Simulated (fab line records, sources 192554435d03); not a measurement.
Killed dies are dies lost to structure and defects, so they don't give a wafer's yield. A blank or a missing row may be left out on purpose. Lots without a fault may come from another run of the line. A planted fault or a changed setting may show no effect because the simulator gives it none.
Problem report in the 8D (eight disciplines) form, filled by code | flow n5_finfet | the parts of the form that need people (team, actions taken, sign-off) are left out

1. THE PROBLEM
bias_w at N5_BEOL_M3_ETCH_70 reads a mean of 118.8 W on 2 wafers of 2 lots; wafers without a fault read 150.0 W with a standard deviation of 0.48. That is -65 standard deviations from the usual mean.
The step: etches SOC in N2/H2, target depth 80 nm, overetch 16 nm, time 120 s.
First seen on wafer L263.6, day 10 17:38, on rie_diel-05. The record holds 30 wafers of 10 lots with a number at this step. Rule for "out", or "out of limits": more than 4 standard deviations from the usual mean. The other wafers with a number count as sound.

2. WHAT IT IS AND WHAT IT IS NOT
question                    | is                | is not
which readings at this step | bias_w, rf_vpp_V  | drypump_motor_current_A, oes_product_au, showerhead_plenum_p_Torr, throttle_valve_pct
which lots                  | L263, L265        | L252, L253, L254, L256, L259, L269, L271, L273
which wafers of those lots  | L263.6, L265.5    | L263.4, L263.5, L265.2, L265.3
read on which tools         | rie_diel-05       | rie_diel-03, rie_diel-06
when                        | from day 10 17:38 | up to then (17 sound wafers); but 11 sound wafers of L265, L269, L271, L273 came after

3. SUSPECTS, AND WHAT RULES EACH OUT
Counting: a tool at a process step up to the reading stays a suspect if it ran every lot that is out. Sound lots after the first of them don't rule it out here, since some wafers of a struck lot are sound.
- rie_diel-05 at N5_BEOL_M3_ETCH_70 (etches SOC in N2/H2, target depth 80 nm, overetch 16 nm, time 120 s): kept. It ran every lot that is out, first L263 (day 10 17:38); its last sound lot up to then is L256 (day 8 18:53). Its own readings are out on those wafers: bias_w, rf_vpp_V.
- Within rie_diel-05 at N5_BEOL_M3_ETCH_70: the wafers that are out ran in chamber 1; their sound lot-mates ran in chambers 0, 2.
Left after counting: rie_diel-05 at N5_BEOL_M3_ETCH_70.

4. THE CAUSE (what the simulator had put in)
Process parameter drift: rie_diel-05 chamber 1, from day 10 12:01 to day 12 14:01, at N5_BEOL_M3_ETCH_70. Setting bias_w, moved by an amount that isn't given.
Counting left only this tool.

5. THE CHAIN OF EFFECTS, in route order
Each row: a reading whose mean over the struck wafers that have a number lies more than 3 standard deviations from the usual. Only readings for which the record gives a usual standard deviation are gone through. hours: the time from each lot's start at the first step in this table that gives one to its start at this step, as a median over the lots. sigmas: the change in usual standard deviations.
hours | step               | reading  | usual   | on struck wafers | change | sigmas
0     | N5_BEOL_M3_ETCH_70 | bias_w   | 150.0 W | 118.8            | -31.2  | -65
0     | N5_BEOL_M3_ETCH_70 | rf_vpp_V | 523.9 V | 449.1            | -74.8  | -39
The process steps in it:
- N5_BEOL_M3_ETCH_70: etches SOC in N2/H2, target depth 80 nm, overetch 16 nm, time 120 s.
Later measuring or inspecting steps at which every struck wafer that the step has a row for has a number for every such reading, and none has moved that far: N5_BEOL_M4_RC_MEAS_101.

6. WHAT WOULD HAVE CAUGHT IT SOONER
In this record the first reading out of limits was taken at day 10 17:38, 6 hours after the fault began at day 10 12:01.
